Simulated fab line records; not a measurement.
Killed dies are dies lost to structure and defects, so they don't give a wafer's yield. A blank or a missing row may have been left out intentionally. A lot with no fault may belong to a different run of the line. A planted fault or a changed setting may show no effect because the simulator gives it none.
Chamber matching || flow n5-finfet || ald-sin-01 running N5_BEOL_M0_SAQP_SPACER2_ALD_26: 4 sister chambers
The step deposits SiO2, target thk 15 nm, pulse time 1 s, purge time 2 s. 8 wafers are shown with their chamber, then 12 later ones without.

EACH WAFER AND ITS CHAMBER
{"wafer": "L080.3", "chamber": 2, "heater-power-w (W)": 442, "precursor-pulse-height-rel": 1.024}
{"wafer": "L080.5", "chamber": 1, "heater-power-w (W)": 430, "precursor-pulse-height-rel": 1.013}
{"wafer": "L083.1", "chamber": 3, "heater-power-w (W)": 425, "precursor-pulse-height-rel": 1.010}
{"wafer": "L083.3", "chamber": 0, "heater-power-w (W)": 508, "precursor-pulse-height-rel": 0.996}
{"wafer": "L083.4", "chamber": 1, "heater-power-w (W)": 426, "precursor-pulse-height-rel": 1.005}
{"wafer": "L086.3", "chamber": 2, "heater-power-w (W)": 458, "precursor-pulse-height-rel": 1.007}
{"wafer": "L086.5", "chamber": 3, "heater-power-w (W)": 414, "precursor-pulse-height-rel": 1.031}
{"wafer": "L086.6", "chamber": 0, "heater-power-w (W)": 521, "precursor-pulse-height-rel": 0.991}

WAFERS WHOSE CHAMBER IS MISSING
{"wafer": "L091.3", "heater-power-w (W)": 458, "precursor-pulse-height-rel": 1.010}
{"wafer": "L091.4", "heater-power-w (W)": 509, "precursor-pulse-height-rel": 0.985}
{"wafer": "L091.5", "heater-power-w (W)": 514, "precursor-pulse-height-rel": 1.017}
{"wafer": "L093.1", "heater-power-w (W)": 438, "precursor-pulse-height-rel": 1.007}
{"wafer": "L093.4", "heater-power-w (W)": 504, "precursor-pulse-height-rel": 0.990}
{"wafer": "L093.5", "heater-power-w (W)": 420, "precursor-pulse-height-rel": 1.030}
{"wafer": "L092.4", "heater-power-w (W)": 452, "precursor-pulse-height-rel": 1.012}
{"wafer": "L092.5", "heater-power-w (W)": 460, "precursor-pulse-height-rel": 1.014}
{"wafer": "L092.6", "heater-power-w (W)": 420, "precursor-pulse-height-rel": 0.972}
{"wafer": "L095.2", "heater-power-w (W)": 437, "precursor-pulse-height-rel": 0.987}
{"wafer": "L095.3", "heater-power-w (W)": 455, "precursor-pulse-height-rel": 0.986}
{"wafer": "L095.6", "heater-power-w (W)": 435, "precursor-pulse-height-rel": 1.008}

WHICH CHAMBER EACH WENT THROUGH
{"wafer": "L091.3", "from the rows above": 2, "in truth": 2}
{"wafer": "L091.4", "from the rows above": 0, "in truth": 0}
{"wafer": "L091.5", "from the rows above": 0, "in truth": 0}
{"wafer": "L093.1", "from the rows above": "can't be placed: 1 or 2 or 3", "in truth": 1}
{"wafer": "L093.4", "from the rows above": 0, "in truth": 0}
{"wafer": "L093.5", "from the rows above": "can't be placed: 3 or 1", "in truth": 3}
{"wafer": "L092.4", "from the rows above": 2, "in truth": 2}
{"wafer": "L092.5", "from the rows above": 2, "in truth": 2}
{"wafer": "L092.6", "from the rows above": "can't be placed: 1 or 3 or 2", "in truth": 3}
{"wafer": "L095.2", "from the rows above": "can't be placed: 1 or 2 or 3", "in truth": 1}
{"wafer": "L095.3", "from the rows above": "can't be placed: 2 or 1", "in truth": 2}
{"wafer": "L095.6", "from the rows above": "can't be placed: 1 or 2 or 3", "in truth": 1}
6 of 12 placed correctly. Can't be placed from these rows: 6 (the true chamber is among the candidates in 6). 0 placed wrongly.
How it was worked out, from the rows above alone: a wafer's distance from a chamber is the root of the sum, over the readings, of the square of ((its reading less the chamber's mean) divided by the reading's scatter). The wafer belongs to the nearest chamber; if the next one is less than 2 further off, it can't be placed. For every chamber, the mean is computed from those of its wafers that are shown. How the scatter is found: for the shown wafers, subtract from each reading the mean of its chamber, square and add these, divide the total by (wafers less chambers), then take the root.
